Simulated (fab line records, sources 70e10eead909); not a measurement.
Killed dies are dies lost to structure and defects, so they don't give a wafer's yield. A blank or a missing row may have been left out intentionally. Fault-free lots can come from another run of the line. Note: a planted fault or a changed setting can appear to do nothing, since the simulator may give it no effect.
Which tool did it? / flow nand-harc / Sampling: 11 lots, 33 wafers, 6 of 1302 route steps

## WHAT EACH GAUGE READ, for each wafer
NHARC_P_START_INSPECT_01. Usual: raw-defect-count 3.6, standard deviation 2.1.
lot=L351; measured=day 1 20:02; on=defect-inspect-01; raw-defect-count=2 4 2; flag=
lot=L352; measured=day 2 06:02; on=defect-inspect-02; raw-defect-count=7 7 7; flag=
lot=L354; measured=day 3 02:02; on=defect-inspect-02; raw-defect-count=5 5 4; flag=
lot=L357; measured=day 4 08:02; on=defect-inspect-02; raw-defect-count=2 2 6; flag=
lot=L359; measured=day 5 04:02; on=defect-inspect-01; raw-defect-count=4 6 1; flag=
lot=L360; measured=day 5 14:02; on=defect-inspect-01; raw-defect-count=3 2 4; flag=
lot=L361; measured=day 6 00:02; on=defect-inspect-01; raw-defect-count=6 3 3; flag=
lot=L367; measured=day 8 12:02; on=defect-inspect-01; raw-defect-count=5 4 4; flag=
lot=L368; measured=day 8 22:02; on=defect-inspect-01; raw-defect-count=3 1 5; flag=
lot=L373; measured=day 11 00:02; on=defect-inspect-02; raw-defect-count=0 2 5; flag=
lot=L374; measured=day 11 10:02; on=defect-inspect-01; raw-defect-count=1 3 4; flag=

NHARC_P_ZERO_WELL_CD_MEAS_11: target cd 500 nm. Usual: cd-nm 499.8 nm, standard deviation 2.9.
lot=L351; measured=day 1 21:14; on=cd-sem-02; cd-nm (nm)=496.9 499.6 504.1; flag=
lot=L352; measured=day 2 07:14; on=cd-sem-01; cd-nm (nm)=499.7 500.6 501.4; flag=
lot=L354; measured=day 3 03:16; on=cd-sem-03; cd-nm (nm)=501.2 506.9 500.3; flag=
lot=L357; measured=day 4 09:08; on=cd-sem-01; cd-nm (nm)=497.5 495.2 500.0; flag=
lot=L359; measured=day 5 05:14; on=cd-sem-03; cd-nm (nm)=498.6 496.1 496.7; flag=
lot=L360; measured=day 5 15:15; on=cd-sem-02; cd-nm (nm)=501.1 502.9 504.3; flag=
lot=L361; measured=day 6 01:14; on=cd-sem-03; cd-nm (nm)=500.2 498.5 502.2; flag=
lot=L367; measured=day 8 13:19; on=cd-sem-01; cd-nm (nm)=552.3 550.1 551.3; flag=OFF
lot=L368; measured=day 8 23:14; on=cd-sem-03; cd-nm (nm)=554.3 547.7 551.4; flag=OFF
lot=L373; measured=day 11 01:08; on=cd-sem-03; cd-nm (nm)=496.2 502.4 500.8; flag=
lot=L374; measured=day 11 11:14; on=cd-sem-01; cd-nm (nm)=501.8 499.3 499.2; flag=

NHARC_END_SORT_01. Usual: killed-at-array 52, standard deviation 17; killed-at-other 1.2, standard deviation 1.4; killed-at-periphery 4.7, standard deviation 2.9; killed-dies 58, standard deviation 17; killed-open 3.2, standard deviation 1.9; killed-short 2.4, standard deviation 1.4.
lot=L354; measured=day 25 22:43; on=prober-02; killed-at-array=73 41 47; killed-at-other=2 0 1; killed-at-periphery=2 1 2; killed-dies=77 42 50; killed-open=2 2 3; killed-short=1 3 4; flag=
lot=L357; measured=day 26 17:14; on=prober-01; killed-at-array=44 40 50; killed-at-other=0 2 1; killed-at-periphery=3 4 3; killed-dies=47 46 54; killed-open=4 2 2; killed-short=2 3 2; flag=
lot=L359; measured=day 27 19:38; on=prober-02; killed-at-array=69 81 63; killed-at-other=0 0 0; killed-at-periphery=2 6 2; killed-dies=71 87 65; killed-open=2 8 1; killed-short=1 3 2; flag=
lot=L360; measured=day 28 12:43; on=prober-02; killed-at-array=65 66 70; killed-at-other=5 3 6; killed-at-periphery=12 5 5; killed-dies=82 74 81; killed-open=2 0 3; killed-short=0 3 0; flag=
lot=L367; measured=day 30 19:20; on=prober-01; killed-at-array=31 28 15; killed-at-other=0 0 0; killed-at-periphery=10 4 5; killed-dies=41 32 20; killed-open=6 3 2; killed-short=3 3 1; flag=
lot=L368; measured=day 30 19:19; on=prober-02; killed-at-array=79 78 89; killed-at-other=3 1 1; killed-at-periphery=8 9 7; killed-dies=90 88 97; killed-open=3 4 5; killed-short=2 2 1; flag=

## TOOL THAT RAN EACH LOT (tool first, then ch and the chambers of the sampled wafers, then the start)
lot=L351; NHARC_P_ZERO_WELL_PEB_09=litho-track-03 ch 0, day 1 21:09; NHARC_P_STI_DESCUM_14=rie-diel-01 ch 0,2,3, day 2 23:46; NHARC_P_STI_ETCH_31=rie-diel-01 ch 0,3, no start
lot=L352; NHARC_P_ZERO_WELL_PEB_09=litho-track-03 ch 0, day 2 07:09; NHARC_P_STI_DESCUM_14=rie-diel-11 ch 0,2, day 3 05:54; NHARC_P_STI_ETCH_31=rie-diel-11 ch 0,2,3, no start
lot=L354; NHARC_P_ZERO_WELL_PEB_09=litho-track-03 ch 0, day 3 03:11; NHARC_P_STI_DESCUM_14=rie-diel-11 ch 0,2,3, day 4 00:20; NHARC_P_STI_ETCH_31=rie-diel-11 ch 1,3, day 25 22:43 or earlier
lot=L357; NHARC_P_ZERO_WELL_PEB_09=litho-track-02 ch 0, day 4 09:02; NHARC_P_STI_DESCUM_14=rie-diel-11 ch 0,2,3, day 5 07:23; NHARC_P_STI_ETCH_31=rie-diel-11 ch 1,2,3, day 26 17:14 or earlier
lot=L359; NHARC_P_ZERO_WELL_PEB_09=litho-track-07 ch 0, day 5 05:09; NHARC_P_STI_DESCUM_14=rie-diel-03 ch 0,1, day 6 02:59; NHARC_P_STI_ETCH_31=rie-diel-03 ch 0,1,2, day 27 19:38 or earlier
lot=L360; NHARC_P_ZERO_WELL_PEB_09=litho-track-02 ch 0, day 5 15:10; NHARC_P_STI_DESCUM_14=rie-diel-11 ch 1,2,3, day 6 15:23; NHARC_P_STI_ETCH_31=rie-diel-11 ch 0,1, day 28 12:43 or earlier
lot=L361; NHARC_P_ZERO_WELL_PEB_09=litho-track-02 ch 0, day 6 01:09; NHARC_P_STI_DESCUM_14=rie-diel-03 ch 2,3, day 7 00:34; NHARC_P_STI_ETCH_31=rie-diel-03 ch 0,2,3, no start
lot=L367; NHARC_P_ZERO_WELL_PEB_09=litho-track-03 ch 0, day 8 13:13; NHARC_P_STI_DESCUM_14=rie-diel-11 ch 1,3, day 9 13:03; NHARC_P_STI_ETCH_31=rie-diel-11 ch 0,2, day 30 19:20 or earlier
lot=L368; NHARC_P_ZERO_WELL_PEB_09=litho-track-03 ch 0, day 8 23:09; NHARC_P_STI_DESCUM_14=rie-diel-03 ch 0,2,3, day 9 20:25; NHARC_P_STI_ETCH_31=rie-diel-03 ch 0,1, day 30 19:19 or earlier
lot=L373; NHARC_P_ZERO_WELL_PEB_09=litho-track-02 ch 0, day 11 01:03; NHARC_P_STI_DESCUM_14=rie-diel-01 ch 0,1,2, day 12 02:28; NHARC_P_STI_ETCH_31=rie-diel-01 ch 0,1,3, no start
lot=L374; NHARC_P_ZERO_WELL_PEB_09=litho-track-03 ch 0, day 11 11:10; NHARC_P_STI_DESCUM_14=rie-diel-03 ch 0,1,3, day 12 12:31; NHARC_P_STI_ETCH_31=rie-diel-03 ch 0,2, no start
- NHARC_P_ZERO_WELL_PEB_09: peb time 80 s.
- NHARC_P_STI_DESCUM_14: chemistry O2, time 3 s.
- NHARC_P_STI_ETCH_31: etches the open film in CF4/CHF3, target depth 108.9 nm, time 54.5 s.

## WHAT THE TOOLS THEMSELVES READ (means of the sampled wafers that have a number; where no wafer has one, the mark that the record gives instead)
NHARC_P_ZERO_WELL_PEB_09. Usual: heater-power-total-W 189.8 W, standard deviation 0.81; plate-temp-C 128.01 C, standard deviation 0.14.
lot=L351; tool=litho-track-03; heater-power-total-W (W)=190.5; plate-temp-C (C)=127.93; flag=
lot=L352; tool=litho-track-03; heater-power-total-W (W)=189.5; plate-temp-C (C)=127.80; flag=
lot=L354; tool=litho-track-03; heater-power-total-W (W)=189.3; plate-temp-C (C)=128.00; flag=
lot=L357; tool=litho-track-02; heater-power-total-W (W)=189.5; plate-temp-C (C)=128.00; flag=
lot=L359; tool=litho-track-07; heater-power-total-W (W)=188.9; plate-temp-C (C)=127.79; flag=
lot=L360; tool=litho-track-02; heater-power-total-W (W)=189.4; plate-temp-C (C)=127.96; flag=
lot=L361; tool=litho-track-02; heater-power-total-W (W)=190.1; plate-temp-C (C)=127.89; flag=
lot=L367; tool=litho-track-03; heater-power-total-W (W)=212.6; plate-temp-C (C)=139.81; flag=OFF
lot=L368; tool=litho-track-03; heater-power-total-W (W)=213.0; plate-temp-C (C)=139.72; flag=OFF
lot=L373; tool=litho-track-02; heater-power-total-W (W)=190.1; plate-temp-C (C)=128.00; flag=
lot=L374; tool=litho-track-03; heater-power-total-W (W)=189.0; plate-temp-C (C)=127.91; flag=

NHARC_P_STI_DESCUM_14. Usual: chamber-pressure-mTorr 60.00 mTorr, standard deviation 0.056; drypump-motor-current-A 5.4 A, standard deviation 0.5; oes-product-au 1.001 a.u., standard deviation 0.012; rf-vpp-V 57.8 V, standard deviation 0.93; showerhead-plenum-p-Torr 1.90 Torr, standard deviation 0.07; throttle-valve-pct 11.312 %, standard deviation 0.0093.
lot=L351; tool=rie-diel-01; chamber-pressure-mTorr (mTorr)=60.00; drypump-motor-current-A (A)=5.2; oes-product-au (a.u.)=1.000; rf-vpp-V (V)=58.0; showerhead-plenum-p-Torr (Torr)=1.98; throttle-valve-pct (%)=11.313; flag=
lot=L352; tool=rie-diel-11; chamber-pressure-mTorr (mTorr)=59.98; drypump-motor-current-A (A)=5.2; oes-product-au (a.u.)=1.026; rf-vpp-V (V)=58.3; showerhead-plenum-p-Torr (Torr)=1.82; throttle-valve-pct (%)=11.310; flag=
lot=L354; tool=rie-diel-11; chamber-pressure-mTorr (mTorr)=60.06; drypump-motor-current-A (A)=5.5; oes-product-au (a.u.)=1.015; rf-vpp-V (V)=56.9; showerhead-plenum-p-Torr (Torr)=1.85; throttle-valve-pct (%)=11.319; flag=
lot=L357; tool=rie-diel-11; chamber-pressure-mTorr (mTorr)=59.96; drypump-motor-current-A (A)=5.5; oes-product-au (a.u.)=1.004; rf-vpp-V (V)=57.9; showerhead-plenum-p-Torr (Torr)=1.85; throttle-valve-pct (%)=11.321; flag=
lot=L359; tool=rie-diel-03; chamber-pressure-mTorr (mTorr)=59.99; drypump-motor-current-A (A)=5.4; oes-product-au (a.u.)=1.003; rf-vpp-V (V)=57.0; showerhead-plenum-p-Torr (Torr)=1.85; throttle-valve-pct (%)=11.309; flag=
lot=L360; tool=rie-diel-11; chamber-pressure-mTorr (mTorr)=60.04; drypump-motor-current-A (A)=5.8; oes-product-au (a.u.)=1.007; rf-vpp-V (V)=57.6; showerhead-plenum-p-Torr (Torr)=1.87; throttle-valve-pct (%)=11.310; flag=
lot=L361; tool=rie-diel-03; chamber-pressure-mTorr (mTorr)=60.04; drypump-motor-current-A (A)=5.2; oes-product-au (a.u.)=0.994; rf-vpp-V (V)=58.3; showerhead-plenum-p-Torr (Torr)=1.89; throttle-valve-pct (%)=11.315; flag=
lot=L367; tool=rie-diel-11; chamber-pressure-mTorr (mTorr)=59.97; drypump-motor-current-A (A)=6.3; oes-product-au (a.u.)=0.995; rf-vpp-V (V)=57.2; showerhead-plenum-p-Torr (Torr)=1.89; throttle-valve-pct (%)=11.316; flag=
lot=L368; tool=rie-diel-03; chamber-pressure-mTorr (mTorr)=60.02; drypump-motor-current-A (A)=5.2; oes-product-au (a.u.)=0.991; rf-vpp-V (V)=57.8; showerhead-plenum-p-Torr (Torr)=1.86; throttle-valve-pct (%)=11.320; flag=
lot=L373; tool=rie-diel-01; chamber-pressure-mTorr (mTorr)=59.98; drypump-motor-current-A (A)=5.5; oes-product-au (a.u.)=0.995; rf-vpp-V (V)=58.2; showerhead-plenum-p-Torr (Torr)=1.91; throttle-valve-pct (%)=11.311; flag=
lot=L374; tool=rie-diel-03; chamber-pressure-mTorr (mTorr)=59.99; drypump-motor-current-A (A)=5.4; oes-product-au (a.u.)=0.997; rf-vpp-V (V)=56.9; showerhead-plenum-p-Torr (Torr)=1.88; throttle-valve-pct (%)=11.301; flag=

NHARC_P_STI_ETCH_31. Usual: chamber-pressure-mTorr 25.001 mTorr, standard deviation 0.022; drypump-motor-current-A 5.4 A, standard deviation 0.49; oes-product-au 0.965 a.u., standard deviation 0.021; rf-vpp-V 370.1 V, standard deviation 1.9; showerhead-plenum-p-Torr 1.56 Torr, standard deviation 0.053; throttle-valve-pct 16.803 %, standard deviation 0.0089.
lot=L351; tool=rie-diel-01; chamber-pressure-mTorr (mTorr)=25.028; drypump-motor-current-A (A)=4.8; oes-product-au (a.u.)=0.958; rf-vpp-V (V)=372.0; showerhead-plenum-p-Torr (Torr)=1.62; throttle-valve-pct (%)=16.805; flag=
lot=L352; tool=rie-diel-11; chamber-pressure-mTorr (mTorr)=25.015; drypump-motor-current-A (A)=5.5; oes-product-au (a.u.)=0.981; rf-vpp-V (V)=369.4; showerhead-plenum-p-Torr (Torr)=1.52; throttle-valve-pct (%)=16.804; flag=
lot=L354; tool=rie-diel-11; chamber-pressure-mTorr (mTorr)=24.993; drypump-motor-current-A (A)=6.3; oes-product-au (a.u.)=0.971; rf-vpp-V (V)=370.1; showerhead-plenum-p-Torr (Torr)=1.56; throttle-valve-pct (%)=16.801; flag=
lot=L357; tool=rie-diel-11; chamber-pressure-mTorr (mTorr)=24.989; drypump-motor-current-A (A)=5.8; oes-product-au (a.u.)=0.980; rf-vpp-V (V)=368.5; showerhead-plenum-p-Torr (Torr)=1.54; throttle-valve-pct (%)=16.797; flag=
lot=L359; tool=rie-diel-03; chamber-pressure-mTorr (mTorr)=25.010; drypump-motor-current-A (A)=5.3; oes-product-au (a.u.)=0.963; rf-vpp-V (V)=369.6; showerhead-plenum-p-Torr (Torr)=1.53; throttle-valve-pct (%)=16.811; flag=
lot=L360; tool=rie-diel-11; chamber-pressure-mTorr (mTorr)=25.004; drypump-motor-current-A (A)=5.8; oes-product-au (a.u.)=0.980; rf-vpp-V (V)=369.4; showerhead-plenum-p-Torr (Torr)=1.52; throttle-valve-pct (%)=16.807; flag=
lot=L361; tool=rie-diel-03; chamber-pressure-mTorr (mTorr)=25.008; drypump-motor-current-A (A)=5.2; oes-product-au (a.u.)=0.959; rf-vpp-V (V)=368.9; showerhead-plenum-p-Torr (Torr)=1.53; throttle-valve-pct (%)=16.800; flag=
lot=L367; tool=rie-diel-11; chamber-pressure-mTorr (mTorr)=24.994; drypump-motor-current-A (A)=5.0; oes-product-au (a.u.)=0.991; rf-vpp-V (V)=367.5; showerhead-plenum-p-Torr (Torr)=1.50; throttle-valve-pct (%)=16.797; flag=
lot=L368; tool=rie-diel-03; chamber-pressure-mTorr (mTorr)=25.007; drypump-motor-current-A (A)=5.4; oes-product-au (a.u.)=0.925; rf-vpp-V (V)=369.7; showerhead-plenum-p-Torr (Torr)=1.55; throttle-valve-pct (%)=16.807; flag=
lot=L373; tool=rie-diel-01; chamber-pressure-mTorr (mTorr)=25.003; drypump-motor-current-A (A)=5.2; oes-product-au (a.u.)=0.977; rf-vpp-V (V)=370.5; showerhead-plenum-p-Torr (Torr)=1.57; throttle-valve-pct (%)=16.809; flag=
lot=L374; tool=rie-diel-03; chamber-pressure-mTorr (mTorr)=25.003; drypump-motor-current-A (A)=5.1; oes-product-au (a.u.)=0.944; rf-vpp-V (V)=368.2; showerhead-plenum-p-Torr (Torr)=1.51; throttle-valve-pct (%)=16.798; flag=

## THE ANSWER, worked out from the rows above alone
Rule: take the mean of a lot's wafers that have a number; if it is more than 3 standard deviations from the usual mean, the lot is off. Also off: a lot with no number at a reading for which 4 or more lots have one. All remaining lots with rows at the step are treated as sound. Order of review: gauges by route order, followed by the tools' own readings, for which a lot's mean as printed above is used. At the first step where some lot is off, the reading lying furthest off is the one used; lots without a number count as furthest.
Off at NHARC_P_ZERO_WELL_CD_MEAS_11 (cd-nm): L367, L368.
If a tool, at a process step before that reading, ran all the lots that are off and no sound lot after the first of them, it fits. Not tried: the gauges at NHARC_P_ZERO_WELL_CD_MEAS_11; whatever is off there is also off at NHARC_P_ZERO_WELL_PEB_09, on other tools, and gauge error can't account for it. Not one of the candidates tried fits.

## WHAT THE SIMULATOR HAD INSERTED
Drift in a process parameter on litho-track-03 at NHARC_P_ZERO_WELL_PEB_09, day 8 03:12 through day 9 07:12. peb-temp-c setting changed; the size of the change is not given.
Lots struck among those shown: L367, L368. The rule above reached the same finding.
